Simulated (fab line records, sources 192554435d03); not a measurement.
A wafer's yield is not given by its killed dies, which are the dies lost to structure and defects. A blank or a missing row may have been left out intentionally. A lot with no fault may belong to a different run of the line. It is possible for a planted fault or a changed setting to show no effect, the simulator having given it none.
fab line records :: flow n5Finfet
record:
  lots: 3
  wafers: 9
  lastDay: 16
route steps=1938 shown SDB@362 DUMMY_REMOVAL@377 HKMG_FIN@385 GATE_CUT@469 BEOL_M4@1111 PASSIVATION@1936
lots with no fault: from the same line, run without faults
startH: start of the lot's first displayed wafer, in hours after the record's first day :: waitH: hours since the lot's step before :: " repeats the value in the row above :: L1.1+2: several wafers, shown together as one row :: - no value, or no start given :: * or withheld: withheld :: < > ~ a bound
route shown NAME@n: names a module that has steps shown in the file, with the first one's number in the route :: usual: mean/standard deviation of fault-free wafers :: same: alike in all rows :: chamber/n: place in a boat :: sites: the reading at each site :: _std_site: the values' standard deviation :: _edge_site: the outer-site mean with the inner-site mean subtracted :: radiusMm: how far each site lies from the wafer's centre :: mask NAME#n: copy n :: behind: the tool/chamber that last shaped the wafer :: hold: why the lot went on hold/how many hours it stayed there/how the hold came to an end :: device: transistor that didn't switch, given as n, p or np :: end of line: the tests these same wafers got at the end of their route :: step lacking rows: just its recipe :: killed: not the wafer's yield, but the dies lost to structure and defects at the first sort :: map: per-die view of a wafer (x killed, . not killed, _ where there is no die)
set.NAME: setting as actually run; set.NAME@STEP: the setting as run at that earlier step :: model.NAME: the simulator's own value behind a step, which no gauge read
a table for each step, a row for each wafer; lots at some steps of the route
services: the hour from which a tool's chamber was out of use, counted from the record's first day as startH (under 0 if before that day), plus the number of hours and why
== steps ==
step: N5_SDB_STRIP_19
recipe:
  chemistry: N2/H2
  tempC: 40
  n2FlowSccm: 200
  h2FlowSccm: 200
  rfFrequencyHz: 6e+07
step: N5_SDB_STRIP_21
recipe:
  chemistry: CF4
  resist: SiARC
  powerW: 300
  biasPowerW: 75
  pressureMtorr: 50
  cf4FlowSccm: 150
  rfFrequencyHz: 6e+07
step: N5_SDB_HM_OPEN_20
recipe:
  chemistry: CH3F/O2
  target: SiNx
  maskMaterial: SOC
  targetDepthA: 240
  stopOn: poly-Si
  overEtchFrac: 0.4
  ionEnergyEv: 120
  pressureMtorr: 30
  sourceW: 395
  biasW: 73
  Ar_flow_sccm: 150
  CH3F_flow_sccm: 30
  O2_flow_sccm: 20
step: N5_SDB_STRIP_22
recipe:
  chemistry: N2/H2
  powerW: 1000
  tempC: 250
  h2Frac: 0.65
  overashFraction: 0.3
  pressureMtorr: withheld
  n2FlowSccm: 1750
  h2FlowSccm: 3250
step: N5_SDB_PRECLEAN_23
recipe:
  chemistry: dHF
  timeS: 30
  tempC: 25
  dilution: withheld
step: N5_SDB_DUMMY_REMOVE_24
recipe:
  chemistry: TMAH
  tempC: 70
  target: poly-Si
  stopOn: SiO2
  targetDepthNm: 142
  concWtPct: 5
  timeS: 57
  dry: ipaMarangoni
  rinseTimeS: 30
  rinseTempC: 23
step: N5_SDB_ETCH_25
recipe:
  chemistry: C4F6/O2
  target: SiO2
  targetDepthA: 100
  timeS: 3.3
  ionEnergyEv: 250
  maskMaterial: SiNx
  pressureMtorr: 30
  sourceW: 345
  biasW: 185
  Ar_flow_sccm: 300
  C4F6_flow_sccm: 10
  O2_flow_sccm: 10
step: N5_SDB_CUT_ETCH_26
recipe:
  chemistry: HBr/Cl2/O2
  target: Si
  targetDepthA: 1296
  btTimeS: 20
  maskMaterial: SiNx
  timeS: 51.8
  ionEnergyEv: *
  biasW: *
  pressureMtorr: 10
  icpW: 800
  HBr_flow_sccm: 150
  Cl2_flow_sccm: 80
  O2_flow_sccm: 12
step: N5_SDB_PRECLEAN_38
recipe:
  chemistry: dHF
  timeS: 10
  dilution: 750:1
  tempC: 25
step: N5_SDB_PRECLEAN_39
recipe:
  chemistry: O3/DIW
  timeS: 45
  tempC: 22
  o3Ppm: 10
step: N5_SDB_SRD_28
recipe:
  dry: ipaMarangoni
  timeS: 30
  tempC: 23
  rinseLiquid: diw
step: N5_SDB_ALD_29
recipe:
  material: SiNx
  targetThkA: 300
  tempC: 400
  aldPrecursorFamily: SiH2I2
  aldCoReactant: N2/H2-plasma
  pulseTimeS: 1
  aldCycles: 600
  purgeTimeS: 2
  coReactantPurgeTimeS: 2
  pressureTorr: 2
step: N5_SDB_CMP_30
recipe:
  stopOn: poly-Si
  tOverpolishS: 1.54
  postCmpClean: alkalineBrush
  downForcePsi: 4.1491
  platenRpm: 51.796
  padVelocityMS: 1.0306
  targetThkNm: 30
usual:
  edgeZonePressureFrac: 1.000/0.0052
  motorCurrentA: 12.9/1.5
  overpolishRunS: 1.540/0.0091
  padLifeWafers: 974/450
  slurryFlowMlMin: 150.0/0.4
  timeToEndpointS: 15.8/1.8
lot.wafer: L861.4
tool: cmp-03
chamber: 1
startH: 141.48
waitH: 1.4
edgeZonePressureFrac: 0.997
motorCurrentA: 13.0
overpolishRunS: 1.534
padLifeWafers: 661
slurryFlowMlMin: 149.7
timeToEndpointS: 16.3
model.SiNx_of_SDB_ALD_29.thkNm: 30
model.a-Si_of_DUMMY_GATE_CVD_03.thkNm: 64

lot.wafer: L861.3
tool: cmp-03
chamber: 3
startH: 141.48
waitH: 1.4
edgeZonePressureFrac: 1.006
motorCurrentA: 12.1
overpolishRunS: 1.534
padLifeWafers: 663
slurryFlowMlMin: 150.2
timeToEndpointS: 15.7
model.SiNx_of_SDB_ALD_29.thkNm: 30
model.a-Si_of_DUMMY_GATE_CVD_03.thkNm: 64

lot.wafer: L861.6
tool: cmp-03
chamber: 1
startH: 141.48
waitH: 1.4
edgeZonePressureFrac: 1.000
motorCurrentA: 13.7
overpolishRunS: 1.523
padLifeWafers: -
slurryFlowMlMin: 150.1
timeToEndpointS: 19.0
model.SiNx_of_SDB_ALD_29.thkNm: 29.8
model.a-Si_of_DUMMY_GATE_CVD_03.thkNm: 63.2

lot.wafer: L863.4
tool: cmp-03
chamber: 0
startH: 158.83
waitH: 1.4
edgeZonePressureFrac: 0.996
motorCurrentA: 12.8
overpolishRunS: 1.546
padLifeWafers: 882
slurryFlowMlMin: 149.9
timeToEndpointS: 18.7
model.SiNx_of_SDB_ALD_29.thkNm: 29.8
model.a-Si_of_DUMMY_GATE_CVD_03.thkNm: 63.8

lot.wafer: L863.3
tool: cmp-03
chamber: 3
startH: 158.83
waitH: 1.4
edgeZonePressureFrac: 1.001
motorCurrentA: 11.9
overpolishRunS: 1.551
padLifeWafers: 885
slurryFlowMlMin: 150.3
timeToEndpointS: 19.2
model.SiNx_of_SDB_ALD_29.thkNm: 30
model.a-Si_of_DUMMY_GATE_CVD_03.thkNm: 64.2

lot.wafer: L863.5
tool: cmp-03
chamber: 1
startH: 158.83
waitH: 1.4
edgeZonePressureFrac: 1.004
motorCurrentA: 13.2
overpolishRunS: 1.538
padLifeWafers: -
slurryFlowMlMin: 149.6
timeToEndpointS: 11.9
model.SiNx_of_SDB_ALD_29.thkNm: 26.8
model.a-Si_of_DUMMY_GATE_CVD_03.thkNm: 59.4

lot.wafer: L864.3
tool: cmp-01
chamber: 2
startH: 162.15
waitH: 1.5
edgeZonePressureFrac: 0.992
motorCurrentA: 11.4
overpolishRunS: 1.539
padLifeWafers: 1172
slurryFlowMlMin: 150.1
timeToEndpointS: 16.6
model.SiNx_of_SDB_ALD_29.thkNm: 30.2
model.a-Si_of_DUMMY_GATE_CVD_03.thkNm: 62.8

lot.wafer: L864.5
tool: cmp-01
chamber: 0
startH: 162.15
waitH: 1.5
edgeZonePressureFrac: 0.996
motorCurrentA: 12.5
overpolishRunS: 1.546
padLifeWafers: -
slurryFlowMlMin: 149.8
timeToEndpointS: 15.1
model.SiNx_of_SDB_ALD_29.thkNm: 30.2
model.a-Si_of_DUMMY_GATE_CVD_03.thkNm: 63.6

lot.wafer: L864.6
tool: cmp-01
chamber: 1
startH: 162.15
waitH: 1.5
edgeZonePressureFrac: 1.002
motorCurrentA: 14.9
overpolishRunS: 1.535
padLifeWafers: -
slurryFlowMlMin: 150.3
timeToEndpointS: 16.0
model.SiNx_of_SDB_ALD_29.thkNm: 30
model.a-Si_of_DUMMY_GATE_CVD_03.thkNm: 63.4
step: N5_SDB_THK_MEAS_31
recipe:
  reads: a-Si_of_DUMMY_GATE_CVD_03
usual:
  SDB_THK: 63.8/0.85
lot.wafer: L861.3
tool: filmMetro-02
chamber: -
startH: 141.74
waitH: -
SDB_THK[nm]: 64.1

lot.wafer: L861.4
tool: filmMetro-02
chamber: -
startH: 141.74
waitH: -
SDB_THK[nm]: 64.0

lot.wafer: L861.6
tool: filmMetro-02
chamber: -
startH: 141.74
waitH: -
SDB_THK[nm]: 63.1

lot.wafer: L863.3
tool: filmMetro-02
chamber: -
startH: 159.13
waitH: -
SDB_THK[nm]: 64.2

lot.wafer: L863.4
tool: filmMetro-02
chamber: -
startH: 159.13
waitH: -
SDB_THK[nm]: 63.7

lot.wafer: L863.5
tool: filmMetro-02
chamber: -
startH: 159.13
waitH: -
SDB_THK[nm]: 59.4

lot.wafer: L864.3
tool: filmMetro-02
chamber: -
startH: 162.37
waitH: -
SDB_THK[nm]: 62.8

lot.wafer: L864.5
tool: filmMetro-02
chamber: -
startH: 162.37
waitH: -
SDB_THK[nm]: 63.6

lot.wafer: L864.6
tool: filmMetro-02
chamber: -
startH: 162.37
waitH: -
SDB_THK[nm]: 63.4
step: N5_DUMMY_REMOVAL_HM_STRIP_01
recipe:
  chemistry: CH3F/O2
  material: SiNx
  targetDepthA: 40
  stopOn: poly-Si
  timeS: 6.8
  overEtchFrac: 0.3
  ionEnergyEv: 60
  powerW: 410
  biasW: 29
  Ar_flow_sccm: 150
  CH3F_flow_sccm: 30
  O2_flow_sccm: 20
step: N5_DUMMY_REMOVAL_STRIP_10
recipe:
  chemistry: N2/H2
  timeS: 40
  powerW: 100
  tempC: 40
  pressureMtorr: 100
  rfFrequencyHz: 6e+07
  biasPowerW: 3
  n2FlowSccm: 300
  h2FlowSccm: 300
step: N5_DUMMY_REMOVAL_PRECLEAN_07
recipe:
  chemistry: dHF
  timeS: 30
  tempC: 25
  dilution: withheld
step: N5_DUMMY_REMOVAL_DUMMY_REMOVE_02
recipe:
  chemistry: TMAH
  tempC: 70
  target: poly-Si
  stopOn: SiO2
  targetDepthNm: 142
  concWtPct: 5
  timeS: 57
  dry: ipaMarangoni
  rinseTimeS: 30
  rinseTempC: 23
step: N5_DUMMY_REMOVAL_PRECLEAN_08
recipe:
  chemistry: NF3:NH3
  afsCycles: 2
  tempC: 30
  timeS: 20
  sublimationTempC: 180
  sublimationTimeS: 60
  pressureTorr: 3
  rfPowerW: 30
step: N5_DUMMY_REMOVAL_PRECLEAN_04
recipe:
  chemistry: DHF
  timeS: 37
  tempC: 25
  dilution: 500:1
step: N5_DUMMY_REMOVAL_SRD_05
recipe:
  dry: ipaMarangoni
  doPpb: 5
  timeS: 30
  tempC: 23
  rinseLiquid: diw
step: N5_HKMG_FIN_IL_REGROW_00
recipe:
  material: SiO2
  targetThkA: 7.5
  chemistry: O3
  tempC: withheld
  timeS: 30
step: N5_HKMG_FIN_HK_ALD_01
recipe:
  material: HfO2
  targetThkA: 16
  tempC: withheld
  aldPrecursorFamily: HfCl4
  aldCoReactant: H2O
  pulseTimeS: 3
  purgeTimeS: 3
  coReactantPurgeTimeS: 2.5
  coReactantPulseTimeS: 0.3
  aldCycles: 30
step: N5_HKMG_FIN_HK_ANNEAL_02
recipe:
  tempC: 700
  timeS: 30
  ambient: N2
  idleTempC: 600
  rampUpCPerS: 150
  rampDownCPerS: 60
  coolToC: 600
step: N5_HKMG_FIN_ALD_74
recipe:
  material: La2O3
  targetThkA: 5
  tempC: 250
  aldPrecursorFamily: La-Cp
  aldCoReactant: O3
  pulseTimeS: 6
  coReactantPulseTimeS: 1
  purgeTimeS: 3
  coReactantPurgeTimeS: 3
step: N5_HKMG_FIN_ALD_75
recipe:
  material: Al2O3
  targetThkA: 10
  tempC: 150
  aldPrecursorFamily: TMA
  aldCoReactant: H2O
  pulseTimeS: withheld
  coReactantPulseTimeS: 1
step: N5_HKMG_FIN_COAT_41
recipe:
  resist: SOC
  tempC: 250
  timeS: 60
  spinRpm: 1500
  resistThkNm: 300
step: N5_HKMG_FIN_COAT_42
recipe:
  resist: SiARC
  tempC: 220
  timeS: 60
  spinRpm: 1500
  resistThkNm: 35
step: N5_HKMG_FIN_COAT_43
recipe:
  resist: CAR-ArF
  spinRpm: 1500
  resistThkNm: 90
step: N5_HKMG_FIN_EBR_45
recipe:
  solvent: PGMEA
  ebrWidthMm: 1.5
step: N5_HKMG_FIN_SOFTBAKE_44
recipe:
  tempC: 110
  timeS: 60
  resist: CAR-ArF
step: N5_HKMG_FIN_EXPOSE_46
recipe:
  maskId: NDIPOLE
  na: 1.35
  sourceShape: conventional
  sigmaOuter: 0.8
  polarization: unpolarized
  doseMj: 40
step: N5_HKMG_FIN_PEB_47
recipe:
  pebTempC: withheld
  pebTimeS: 60
  resist: CAR-ArF
step: N5_HKMG_FIN_DEVELOP_48
recipe:
  developTimeS: 30
  developer: TMAH
  resist: CAR-ArF
  rinseLiquid: diw
  dry: airSpin
  devTempC: 23
step: N5_HKMG_FIN_DESCUM_53
recipe:
  chemistry: O2
  timeS: 7.9
  sourcePowerW: 50
  biasPowerW: 20
  pressureMtorr: 20
  rfFrequencyHz: 2.712e+07
  tempC: 40
  resist: CAR-ArF
  o2FlowSccm: 225
step: N5_HKMG_FIN_ETCH_54
recipe:
  chemistry: CF4
  target: SiARC
  targetDepthA: 455
  maskMaterial: CAR-ArF
  timeS: 75.8
  ionEnergyEv: 80
  pressureMtorr: 40
  sourceW: 545
  biasW: 36
  Ar_flow_sccm: 100
  cf4FlowSccm: 100
  ends: cleared
step: N5_HKMG_FIN_ETCH_55
recipe:
  chemistry: N2/H2
  target: SOC
  targetDepthA: 2400
  tempC: 40
  timeS: 300
  ionEnergyEv: 200
  maskMaterial: SiARC
  pressureMtorr: 30
  sourceW: 840
  biasW: 150
  n2FlowSccm: 200
  h2FlowSccm: 200
step: N5_GATE_CUT_ETCH_58
recipe:
  chemistry: CH3F/O2
  target: SiNx
  targetDepthA: 170
  timeS: 128.6
  ionEnergyEv: 50
  pressureMtorr: 30
  sourceW: 415
  biasW: 21
  Ar_flow_sccm: 150
  CH3F_flow_sccm: 30
  O2_flow_sccm: 20
usual:
  drypumpMotorCurrentA: 5.8/0.34
  oesProductAu: 0.78/0.08
  rfVppV: 99.0/0.98
  showerheadPlenumPTorr: 1.99/0.071
  throttleValvePct: 16.38/0.25
lot.wafer: L861.3
tool: rieDiel-05
chamber: 3
startH: 151.56
waitH: 0.1
drypumpMotorCurrentA: 5.3
oesProductAu: 0.73
rfHoursCounterH: 185
rfVppV: 98.2
showerheadPlenumPTorr: 1.91
throttleValvePct: 16.55
model.SiNx_of_SDB_ALD_29.thkNm: 24.6

lot.wafer: L861.4
tool: rieDiel-05
chamber: 0
startH: 151.56
waitH: 0.1
drypumpMotorCurrentA: 5.9
oesProductAu: 0.87
rfHoursCounterH: 45
rfVppV: 99.0
showerheadPlenumPTorr: 1.95
throttleValvePct: 16.05
model.SiNx_of_SDB_ALD_29.thkNm: 24.6

lot.wafer: L861.6
tool: rieDiel-05
chamber: 1
startH: 151.56
waitH: 0.1
drypumpMotorCurrentA: 6.1
oesProductAu: 0.74
rfHoursCounterH: -
rfVppV: 100.0
showerheadPlenumPTorr: 2.08
throttleValvePct: 16.55
model.SiNx_of_SDB_ALD_29.thkNm: 24.6

lot.wafer: L863.3
tool: rieDiel-01
chamber: 0
startH: 169.55
waitH: 0.0
drypumpMotorCurrentA: 5.3
oesProductAu: 0.77
rfHoursCounterH: 132
rfVppV: 99.2
showerheadPlenumPTorr: 2.01
throttleValvePct: 16.25
model.SiNx_of_SDB_ALD_29.thkNm: 24.6

lot.wafer: L863.4
tool: rieDiel-01
chamber: 1
startH: 169.55
waitH: 0.0
drypumpMotorCurrentA: 5.5
oesProductAu: 0.72
rfHoursCounterH: -
rfVppV: 101.6
showerheadPlenumPTorr: 2.05
throttleValvePct: 16.48
model.SiNx_of_SDB_ALD_29.thkNm: 24.4

lot.wafer: L863.5
tool: rieDiel-01
chamber: 2
startH: 169.55
waitH: 0.0
drypumpMotorCurrentA: 6.1
oesProductAu: 0.79
rfHoursCounterH: -
rfVppV: 100.9
showerheadPlenumPTorr: 2.02
throttleValvePct: 16.62
model.SiNx_of_SDB_ALD_29.thkNm: 21.8

lot.wafer: L864.3
tool: rieDiel-05
chamber: 3
startH: 172.95
waitH: 0.0
drypumpMotorCurrentA: 5.3
oesProductAu: 0.72
rfHoursCounterH: 192
rfVppV: 98.6
showerheadPlenumPTorr: 1.91
throttleValvePct: 16.57
model.SiNx_of_SDB_ALD_29.thkNm: 24.8

lot.wafer: L864.5
tool: rieDiel-05
chamber: 1
startH: 172.95
waitH: 0.0
drypumpMotorCurrentA: 6.1
oesProductAu: 0.74
rfHoursCounterH: -
rfVppV: 99.6
showerheadPlenumPTorr: 2.08
throttleValvePct: 16.54
model.SiNx_of_SDB_ALD_29.thkNm: 24.6

lot.wafer: L864.6
tool: rieDiel-05
chamber: 2
startH: 172.95
waitH: 0.0
drypumpMotorCurrentA: 6.3
oesProductAu: 0.67
rfHoursCounterH: -
rfVppV: 97.5
showerheadPlenumPTorr: 1.88
throttleValvePct: 16.73
model.SiNx_of_SDB_ALD_29.thkNm: 24.6
step: N5_BEOL_M4_RC_MEAS_101
usual:
  DIBL_N: 36.2/1.4
  DIBL_P: 36.1/1.5
  IOFF_N: 0.153/0.02
  IOFF_P: 0.215/0.03
  ION_N: 672/8.6
  ION_P: 463/6.8
  SS_N: 71.5/0.47
  SS_P: 73.3/0.57
  VT_N: 250.6/2.4
  VT_P: -249/3.2
lot.wafer: L861.3
tool: prober-01
chamber: 0
startH: 237.03
waitH: 0.3
DIBL_N[mV/V]: 38.4
DIBL_P[mV/V]: 37.2
IOFF_N[nA/um]: 0.191
IOFF_P[nA/um]: 0.266
ION_N[uA/um]: 688
ION_P[uA/um]: 472
SS_N[mV/dec]: 72.0
SS_P[mV/dec]: 72.8
VT_N[mV]: 245.5
VT_P[mV]: -243

lot.wafer: L861.4
tool: prober-01
chamber: 0
startH: 237.03
waitH: 0.3
DIBL_N[mV/V]: 37.2
DIBL_P[mV/V]: 36.4
IOFF_N[nA/um]: 0.169
IOFF_P[nA/um]: 0.250
ION_N[uA/um]: 670
ION_P[uA/um]: 472
SS_N[mV/dec]: 72.1
SS_P[mV/dec]: 72.8
VT_N[mV]: 246.3
VT_P[mV]: -245

lot.wafer: L861.6
tool: prober-01
chamber: 0
startH: 237.03
waitH: 0.3
DIBL_N[mV/V]: 37.3
DIBL_P[mV/V]: 36.5
IOFF_N[nA/um]: 0.169
IOFF_P[nA/um]: 0.251
ION_N[uA/um]: 682
ION_P[uA/um]: 472
SS_N[mV/dec]: 72.0
SS_P[mV/dec]: 72.5
VT_N[mV]: 246.9
VT_P[mV]: -245

lot.wafer: L863.3
tool: prober-01
chamber: 0
startH: 246.73
waitH: 0.3
DIBL_N[mV/V]: 36.1
DIBL_P[mV/V]: 34.5
IOFF_N[nA/um]: 0.146
IOFF_P[nA/um]: 0.215
ION_N[uA/um]: 677
ION_P[uA/um]: 468
SS_N[mV/dec]: 71.2
SS_P[mV/dec]: 72.4
VT_N[mV]: 249.5
VT_P[mV]: -248

lot.wafer: L863.4
tool: prober-01
chamber: 0
startH: 246.73
waitH: 0.3
DIBL_N[mV/V]: 37.5
DIBL_P[mV/V]: 35.7
IOFF_N[nA/um]: 0.163
IOFF_P[nA/um]: 0.234
ION_N[uA/um]: 676
ION_P[uA/um]: 458
SS_N[mV/dec]: 71.9
SS_P[mV/dec]: 73.2
VT_N[mV]: 251.7
VT_P[mV]: -248

lot.wafer: L863.5
tool: prober-01
chamber: 0
startH: 246.73
waitH: 0.3
DIBL_N[mV/V]: 35.4
DIBL_P[mV/V]: 33.5
IOFF_N[nA/um]: 0.134
IOFF_P[nA/um]: 0.196
ION_N[uA/um]: 673
ION_P[uA/um]: 467
SS_N[mV/dec]: 70.7
SS_P[mV/dec]: 72.8
VT_N[mV]: 249.2
VT_P[mV]: -248

lot.wafer: L864.3
tool: prober-02
chamber: 0
startH: 269.00
waitH: 0.3
DIBL_N[mV/V]: 36.9
DIBL_P[mV/V]: 36.9
IOFF_N[nA/um]: 0.165
IOFF_P[nA/um]: 0.219
ION_N[uA/um]: 683
ION_P[uA/um]: 464
SS_N[mV/dec]: 71.6
SS_P[mV/dec]: 73.2
VT_N[mV]: 247.3
VT_P[mV]: -252

lot.wafer: L864.5
tool: prober-02
chamber: 0
startH: 269.00
waitH: 0.3
DIBL_N[mV/V]: 36.6
DIBL_P[mV/V]: 36.1
IOFF_N[nA/um]: 0.158
IOFF_P[nA/um]: 0.208
ION_N[uA/um]: 666
ION_P[uA/um]: 461
SS_N[mV/dec]: 72.0
SS_P[mV/dec]: 73.0
VT_N[mV]: 249.0
VT_P[mV]: -251

lot.wafer: L864.6
tool: prober-02
chamber: 0
startH: 269.00
waitH: 0.3
DIBL_N[mV/V]: 35.6
DIBL_P[mV/V]: 35.5
IOFF_N[nA/um]: 0.138
IOFF_P[nA/um]: 0.201
ION_N[uA/um]: 667
ION_P[uA/um]: 460
SS_N[mV/dec]: 71.6
SS_P[mV/dec]: 73.2
VT_N[mV]: 251.2
VT_P[mV]: -252
step: N5_PASSIVATION_PROBE_49
usual:
  defectLimitedYield: 91.3/1.3
  killed_at_M0_to_M3: 35/13
  killed_at_M4_up: 13/5.2
  killedAtContacts: 12/6.2
  killedAtFrontEnd: 39/9.6
  killedAtOther: 3.1/2.6
  killedDies: 102/16
  killedOpen: 68/13
  killedShort: 33/6.9
  sort_bin_5_function: 5.1/0.87
  sort_bin_6_memory: 3.3/0.67
  sortNPass: 1078/16
  sortYieldPct: 91.3/1.3
same:
  grossDies: 1180
  killedAtBackSide: 0
  sort_bin_4_leakage[%]: 0
  sort_bin_8_speed[%]: 0
lot.wafer: L864.3
tool: prober-01
chamber: -
startH: 373.02
waitH: 0.1
defectLimitedYield[%]: 93.6
killed_at_M0_to_M3: 19
killed_at_M4_up: 6
killedAtContacts: 9
killedAtFrontEnd: 42
killedAtOther: 0
killedDies: 76
killedOpen: 55
killedShort: 20
sort_bin_5_function[%]: 4.2
sort_bin_6_memory[%]: 1.9
sortNPass: 1104
sortYieldPct[%]: 93.6

lot.wafer: L864.5
tool: prober-01
chamber: -
startH: 373.12
waitH: 0.2
defectLimitedYield[%]: 92.6
killed_at_M0_to_M3: 21
killed_at_M4_up: 13
killedAtContacts: 16
killedAtFrontEnd: 37
killedAtOther: 0
killedDies: 87
killedOpen: 59
killedShort: 24
sort_bin_5_function[%]: 4.3
sort_bin_6_memory[%]: 2.4
sortNPass: 1093
sortYieldPct[%]: 92.6

lot.wafer: L864.6
tool: prober-01
chamber: -
startH: 373.17
waitH: 0.3
defectLimitedYield[%]: 90.7
killed_at_M0_to_M3: 36
killed_at_M4_up: 10
killedAtContacts: 16
killedAtFrontEnd: 47
killedAtOther: 1
killedDies: 110
killedOpen: 75
killedShort: 34
sort_bin_5_function[%]: 5.4
sort_bin_6_memory[%]: 3.7
sortNPass: 1070
sortYieldPct[%]: 90.7
killed by level:class
L864.3 STI_FIN_REVEAL:geometricParticle:open=11 MOL_CONTACT_COAG:geometricParticle:open=8 FIN_SAQP:geometricParticle:open=7 FIN_SAQP:geometricParticle:short=5 DUMMY_GATE:geometricParticle:open=5 BEOL_M2:geometricParticle:open=5 BEOL_M0_SAQP:geometricParticle:open=3 BEOL_M1:geometricParticle:open=3
L864.5 MOL_CONTACT_COAG:geometricParticle:open=13 FIN_SAQP:geometricParticle:open=10 BEOL_M2:geometricParticle:open=7 DUMMY_GATE:geometricParticle:open=5 ILD0:geometricParticle:short=4 BEOL_M0_SAQP:geometricParticle:short=4 BEOL_M0_SAQP:geometricParticle:open=4 BEOL_M3:geometricParticle:open=4
L864.6 FIN_SAQP:geometricParticle:open=15 MOL_CONTACT_COAG:geometricParticle:open=12 BEOL_M2:geometricParticle:open=11 FIN_SAQP:geometricParticle:short=10 BEOL_M3:geometricParticle:open=10 STI_FIN_REVEAL:geometricParticle:open=5 MOL_CONTACT_COAG:geometricParticle:short=4 DUMMY_GATE:geometricParticle:open=4
== services ==
tool: cmp-01
chamber: -
startH: 140.37
hours: 18.0
kind: pm

tool: rieDiel-05
chamber: 2
startH: 154.96
hours: 3.7
kind: repair

tool: rieDiel-01
chamber: 3
startH: 156.15
hours: 22.7
kind: repair
== key ==
firstSign:
  step: N5_SDB_THK_MEAS_31
  reading: SDB_THK
  direction: down
  sigmas: 5.3
  usual: 63.8
  struck: 59.4
effect none on later readings
modelEffect:
  step: N5_SDB_CMP_30
  value: SiNx_of_SDB_ALD_29.thkNm
  without: 30
  struck: 26.8
modelEffect:
  step: N5_GATE_CUT_ETCH_58
  value: SiNx_of_SDB_ALD_29.thkNm
  without: 24.6
  struck: 21.8
metAt N5_SDB_CMP_30
struckWafers L863.5
onsetBetween 141.48 158.83
fault:
  kind: processParameterDrift
  tool: cmp-03
  chamber: -
  onsetH: 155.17
  steps: N5_SDB_CMP_30
  channel: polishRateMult
  offset: 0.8
  shape: step
  endH: 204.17
  scope: struckWafersOnly
